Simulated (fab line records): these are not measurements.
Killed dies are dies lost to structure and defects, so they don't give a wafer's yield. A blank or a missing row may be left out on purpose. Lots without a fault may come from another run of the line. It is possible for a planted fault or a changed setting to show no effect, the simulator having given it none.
Code-filled problem report in 8D (eight disciplines) form ; flow n5-finfet ; the parts of the form that need people (team, actions taken, sign-off) are left out

1. THE ISSUE
At N5_BEOL_M10_COAT_05, spin-speed-rpm averages 1572.0 rpm over 9 wafers from 3 lots, while fault-free wafers read 1499.9 rpm, standard deviation 0.92. Measured from the usual mean, that is +78 standard deviations.
The step: resist thk 90 nm.
First observed at day 13 15:46: wafer L581.2, on litho-track-05. The record holds 15 wafers of 5 lots with a number at this step. By rule, "out" or "out of limits" means more than 4 standard deviations away from the usual mean. Any other wafer with a number is counted as sound.

2. WHAT IT IS AND WHAT IT IS NOT
question;is;is not
which readings at this step;spin-speed-rpm;-
which lots;L581, L582, L583;L568, L588
which wafers of those lots;all that have a number;-
read on which tools;litho-track-05;litho-track-02
when;from day 13 15:46;"up to then (3 sound wafers); but 3 sound wafers of L588 came after"

3. THE SUSPECTS, EACH WITH WHAT RULES IT OUT
Counting: a tool at a process step up to the reading stays a suspect if it ran every lot that is out and no sound lot after the first of them.
- litho-track-05 at N5_BEOL_M10_COAT_05 (resist thk 90 nm): kept. All lots that are out passed through it, beginning with L581 at day 13 15:46, and no sound lot followed; its final sound lot before that point was L568 at day 10 09:06. Its own spin-speed-rpm readings are out on those wafers.
The count leaves litho-track-05 at N5_BEOL_M10_COAT_05.

4. THE CAUSE (what the simulator had put in)
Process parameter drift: litho-track-05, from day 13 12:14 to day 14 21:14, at N5_BEOL_M10_COAT_05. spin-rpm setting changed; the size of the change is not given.
The count eliminated every tool but this one.

5. THE CHAIN OF EFFECTS, in route order
Each row: a reading where the mean over the struck wafers with a number is more than 3 standard deviations away from the usual. Only readings for which the record gives a usual standard deviation are gone through. hours: the time from each lot's start at the first step in this table that gives one to its start at this step, as a median over the lots. sigmas: the change in usual standard deviations.
hours;step;reading;usual;on struck wafers;change;sigmas
0;N5_BEOL_M10_COAT_05;spin-speed-rpm;1499.9 rpm;1572.0;+72.1;+78
Its process steps:
- N5_BEOL_M10_COAT_05: resist thk 90 nm.

6. HOW IT WOULD HAVE BEEN CAUGHT EARLIER
4 hours passed between the start of the fault at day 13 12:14 and the first reading out of limits in this record, taken at day 13 15:46.
